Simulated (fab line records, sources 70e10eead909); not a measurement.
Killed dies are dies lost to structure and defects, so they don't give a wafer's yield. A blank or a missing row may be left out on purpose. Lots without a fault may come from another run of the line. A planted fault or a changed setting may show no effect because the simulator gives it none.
fab line records | flow nand_harc | part 2 of 2: steps 17 to 28 of 28
record lots=5 wafers=15 last_day=25
route steps=1159 shown A_STAIRCASE@582
lots that met no fault: from a run of the same line without faults
start_h: hours from the record's first day to the start of the lot's first wafer shown | wait_h: hours since the lot's step before | " the same as in the row above | L1.1+2: a row that stands for several wafers | - no value, or no start given | * or withheld: withheld | < > ~ a bound
route shown NAME@n: a module of which the file shows steps, and the number in the route of the first | usual: mean/standard deviation of fault-free wafers | same: alike in all rows | chamber/n: place in a boat | sites: the reading at each site | _std_site: their standard deviation | _edge_site: outer sites' mean less inner sites' | radius_mm: how far each site lies from the wafer's centre | mask NAME#n: copy n | behind: the tool/chamber that last shaped the wafer | hold: why the lot was held/for how many hours/how that ended | device: the transistor (n, p or np) that didn't switch | end of line: the same wafers' tests at the end of the route | a step without rows: its recipe alone | killed: dies lost to structure and defects at the first sort, not the wafer's yield | map: a wafer's dies, x killed, . not, _ none there
set.NAME: the setting as run; set.NAME@STEP: as run at that earlier step | model.NAME: the simulator's own value behind a step, which no gauge read
lots at some steps of the route; a table a step, a row a wafer
services: from which hour (start_h, from the record's first day; less than 0 if before it) a tool's chamber was out of use, for how many hours, and why
## steps
# step NHARC_A_STAIRCASE_STRIP_206
# recipe time_s=900 temp_c=130 chemistry=SPM
# usual bath_guard_temp_C=130.1/0.6
# columns lot.wafer tool chamber start_h wait_h bath_guard_temp_C
L077.3 wet_bench-09 6 254.71 0.2 130.5
L077.2 " 7 " " 129.7
L077.4 " 0 " " 129.7
L089.3 wet_bench-09 5 329.87 0.2 130.5
L089.4 " 7 " " 129.4
L089.6 " 1 " " 130.8
L090.5 wet_bench-01 7 341.11 0.1 130.3
L090.6 " 1 " " 130.8
L090.3 " 3 " " 129.0
L091.6 wet_bench-09 6 342.41 0.1 130.6
L091.2 " 0 " " 129.4
L091.5 " 1 " " 130.7
L097.5 wet_bench-01 7 386.53 0.1 130.7
L097.4 " 0 " " 130.0
L097.2 " 1 " " 130.9
# step NHARC_A_STAIRCASE_PRECLEAN_207
# recipe time_s=* temp_c=50 bath_age_min=0 chemistry=SC1
# usual bath_guard_temp_C=50.1/0.59
# columns lot.wafer tool chamber start_h wait_h bath_guard_temp_C
L077.3 wet_bench-09 6 - - 50.5
L077.2 " 7 " " 49.5
L077.4 " 0 " " 49.2
L089.3 wet_bench-09 5 - - 50.5
L089.4 " 7 " " 49.8
L089.6 " 1 " " 50.7
L090.5 wet_bench-01 7 - - 50.4
L090.6 " 1 " " 50.8
L090.3 " 3 " " 49.0
L091.6 wet_bench-09 6 - - 50.3
L091.2 " 0 " " 49.1
L091.5 " 1 " " 51.0
L097.5 wet_bench-01 7 - - 50.6
L097.4 " 0 " " 49.8
L097.2 " 1 " " 50.5
# step NHARC_A_STAIRCASE_SRD_208
# columns lot.wafer tool chamber start_h wait_h
L077.3+2+4 wet_bench-09 6,7,0 - -
L089.3+4+6 wet_bench-09 5,7,1 - -
L090.5+6+3 wet_bench-01 7,1,3 - -
L091.6+2+5 wet_bench-09 6,0,1 - -
L097.5+4+2 wet_bench-01 7,0,1 - -
# step NHARC_A_STAIRCASE_DEHYDRATE_209
# recipe temp_c=150 time_s=120
# usual resist_line_temp_C=23.00/0.11
# columns lot.wafer tool chamber start_h wait_h resist_line_temp_C
L077.2 litho_track-03 0 255.18 - 23.04
L077.3 " 0 " " 23.13
L077.4 " 0 " " 23.08
L089.3 litho_track-05 0 330.33 - 22.98
L089.4 " 0 " " 22.92
L089.6 " 0 " " 22.91
L090.3 litho_track-05 0 341.56 - 23.09
L090.5 " 0 " " 23.08
L090.6 " 0 " " 23.11
L091.2 litho_track-05 0 342.85 - 22.91
L091.5 " 0 " " 23.14
L091.6 " 0 " " 23.08
L097.2 litho_track-03 0 386.96 - 23.31
L097.4 " 0 " " 23.38
L097.5 " 0 " " 23.34
# step NHARC_A_STAIRCASE_HMDS_210
# recipe time_s=30
# usual resist_line_temp_C=23.00/0.11
# columns lot.wafer tool chamber start_h wait_h resist_line_temp_C
L077.2 litho_track-03 0 - - 22.87
L077.3 " 0 " " 23.02
L077.4 " 0 " " 22.92
L089.3 litho_track-05 0 - - 22.91
L089.4 " 0 " " 22.92
L089.6 " 0 " " 23.00
L090.3 litho_track-05 0 - - 22.85
L090.5 " 0 " " 22.79
L090.6 " 0 " " 23.02
L091.2 litho_track-05 0 - - 22.98
L091.5 " 0 " " 23.08
L091.6 " 0 " " 23.24
L097.2 litho_track-03 0 - - 23.01
L097.4 " 0 " " 23.03
L097.5 " 0 " " 22.86
# step NHARC_A_STAIRCASE_COAT_211
# recipe spin_rpm=1200
# usual resist_line_temp_C=22.98/0.11
# columns lot.wafer tool chamber start_h wait_h resist_line_temp_C
L077.2 litho_track-03 0 - - 22.93
L077.3 " 0 " " 23.04
L077.4 " 0 " " 22.89
L089.3 litho_track-05 0 - - 23.11
L089.4 " 0 " " 23.20
L089.6 " 0 " " 23.13
L090.3 litho_track-05 0 - - 22.80
L090.5 " 0 " " 22.86
L090.6 " 0 " " 22.80
L091.2 litho_track-05 0 - - 23.04
L091.5 " 0 " " 23.15
L091.6 " 0 " " 23.09
L097.2 litho_track-03 0 - - 23.15
L097.4 " 0 " " 22.98
L097.5 " 0 " " 23.00
# step NHARC_A_STAIRCASE_SOFTBAKE_212
# recipe temp_c=135 time_s=170
# usual resist_line_temp_C=23.00/0.11
# columns lot.wafer tool chamber start_h wait_h resist_line_temp_C
L077.2 litho_track-03 0 - - 22.93
L077.3 " 0 " " 22.91
L077.4 " 0 " " 23.02
L089.3 litho_track-05 0 - - 23.08
L089.4 " 0 " " 22.85
L089.6 " 0 " " 22.99
L090.3 litho_track-05 0 - - 22.86
L090.5 " 0 " " 22.91
L090.6 " 0 " " 22.84
L091.2 litho_track-05 0 - - 22.88
L091.5 " 0 " " 22.97
L091.6 " 0 " " 22.87
L097.2 litho_track-03 0 - - 23.00
L097.4 " 0 " " 23.03
L097.5 " 0 " " 23.09
# step NHARC_A_STAIRCASE_EBR_213
# usual resist_line_temp_C=23.00/0.12
# columns lot.wafer tool chamber start_h wait_h resist_line_temp_C
L077.2 litho_track-03 0 - - 22.99
L077.3 " 0 " " 22.99
L077.4 " 0 " " 23.19
L089.3 litho_track-05 0 - - 22.94
L089.4 " 0 " " 22.79
L089.6 " 0 " " 22.84
L090.3 litho_track-05 0 - - 23.01
L090.5 " 0 " " 23.07
L090.6 " 0 " " 23.00
L091.2 litho_track-05 0 - - 22.75
L091.5 " 0 " " 22.82
L091.6 " 0 " " 23.05
L097.2 litho_track-03 0 - - 22.79
L097.4 " 0 " " 22.95
L097.5 " 0 " " 23.02
# step NHARC_A_STAIRCASE_EXPOSE_214
# recipe na=0.5 dose_mj=31.26 mask_id=STAIR_3
# usual stage_vel_mm_s=500.02/0.25
# columns lot.wafer tool chamber start_h wait_h mask stage_vel_mm_s
L077.2 krf_scanner-03 0 255.52 - STAIR_3#0 499.84
L077.3 " 0 " " STAIR_3#0 500.15
L077.4 " 0 " " STAIR_3#0 500.16
L089.3 krf_scanner-03 0 330.67 - STAIR_3#0 499.82
L089.4 " 0 " " STAIR_3#0 499.94
L089.6 " 0 " " STAIR_3#0 499.77
L090.3 krf_scanner-02 0 341.90 - STAIR_3#0 499.89
L090.5 " 0 " " STAIR_3#0 499.80
L090.6 " 0 " " STAIR_3#0 500.22
L091.2 krf_scanner-01 0 343.19 - STAIR_3#0 500.17
L091.5 " 0 " " STAIR_3#0 500.29
L091.6 " 0 " " STAIR_3#0 500.45
L097.2 krf_scanner-02 0 387.30 - STAIR_3#0 500.21
L097.4 " 0 " " STAIR_3#0 499.99
L097.5 " 0 " " STAIR_3#0 500.44
# step NHARC_A_STAIRCASE_PEB_215
# recipe peb_temp_c=115 peb_time_s=130
# usual resist_line_temp_C=23.02/0.099
# columns lot.wafer tool chamber start_h wait_h resist_line_temp_C
L077.2 litho_track-02 0 255.58 0.1 23.10
L077.3 " 0 " " 23.06
L077.4 " 0 " " 23.12
L089.3 litho_track-03 0 330.74 0.1 23.00
L089.4 " 0 " " 22.97
L089.6 " 0 " " 22.94
L090.3 litho_track-05 0 341.97 0.1 23.02
L090.5 " 0 " " 23.01
L090.6 " 0 " " 23.03
L091.2 litho_track-05 0 343.25 0.1 23.05
L091.5 " 0 " " 23.01
L091.6 " 0 " " 22.99
L097.2 litho_track-03 0 387.37 0.1 23.03
L097.4 " 0 " " 23.03
L097.5 " 0 " " 23.10
# step NHARC_A_STAIRCASE_DEVELOP_216
# recipe time_s=140
# usual resist_line_temp_C=22.99/0.11
# columns lot.wafer tool chamber start_h wait_h resist_line_temp_C
L077.2 litho_track-02 0 - - 22.91
L077.3 " 0 " " 23.02
L077.4 " 0 " " 22.82
L089.3 litho_track-03 0 - - 23.19
L089.4 " 0 " " 22.99
L089.6 " 0 " " 23.11
L090.3 litho_track-05 0 - - 22.96
L090.5 " 0 " " 23.04
L090.6 " 0 " " 23.08
L091.2 litho_track-05 0 - - 23.03
L091.5 " 0 " " 23.09
L091.6 " 0 " " 23.10
L097.2 litho_track-03 0 - - 22.84
L097.4 " 0 " " 22.81
L097.5 " 0 " " 22.90
# step NHARC_A_STAIRCASE_HARDBAKE_218
# recipe temp_c=120 time_s=140
# usual resist_line_temp_C=22.96/0.12
# columns lot.wafer tool chamber start_h wait_h resist_line_temp_C
L077.2 litho_track-03 0 255.81 - 23.02
L077.3 " 0 " " 23.05
L077.4 " 0 " " 23.00
L089.3 litho_track-02 0 330.97 - 22.83
L089.4 " 0 " " 22.77
L089.6 " 0 " " 22.90
L090.3 litho_track-03 0 342.21 - 23.02
L090.5 " 0 " " 23.04
L090.6 " 0 " " 22.81
L091.2 litho_track-05 0 343.47 - 22.95
L091.5 " 0 " " 22.94
L091.6 " 0 " " 22.94
L097.2 litho_track-05 0 387.59 - 22.91
L097.4 " 0 " " 23.00
L097.5 " 0 " " 22.90
## services
# columns tool chamber start_h hours kind
litho_track-05 - 237.00 7.0 pm
rie_diel-06 - 241.27 9.0 pm
rie_diel-01 0 244.88 - clean
rie_diel-01 1 244.88 - clean
rie_diel-01 1 255.60 2.0 repair
krf_scanner-01 - 256.00 4.0 pm
rie_diel-01 0 260.84 5.2 repair
plasma_asher-02 - 263.43 0.5 repair
rie_diel-13 - 276.08 9.0 pm
plasma_asher-01 - 276.52 9.0 pm
wet_bench-09 - 288.80 8.0 pm
rie_diel-06 - 296.99 3.5 repair
rie_diel-01 1 308.71 14.6 repair
rie_diel-13 2 309.80 3.9 repair
rie_diel-01 - 315.40 9.0 pm
krf_scanner-03 - 327.08 0.3 repair
rie_diel-01 1 333.90 6.0 repair
krf_scanner-03 - 340.00 4.0 pm
litho_track-02 - 340.00 7.0 pm
rie_diel-06 3 359.28 27.0 repair
plasma_asher-02 - 360.51 9.0 pm
krf_scanner-02 - 376.81 2.0 repair
krf_scanner-02 - 382.00 4.0 pm
krf_scanner-03 - 387.39 0.4 repair
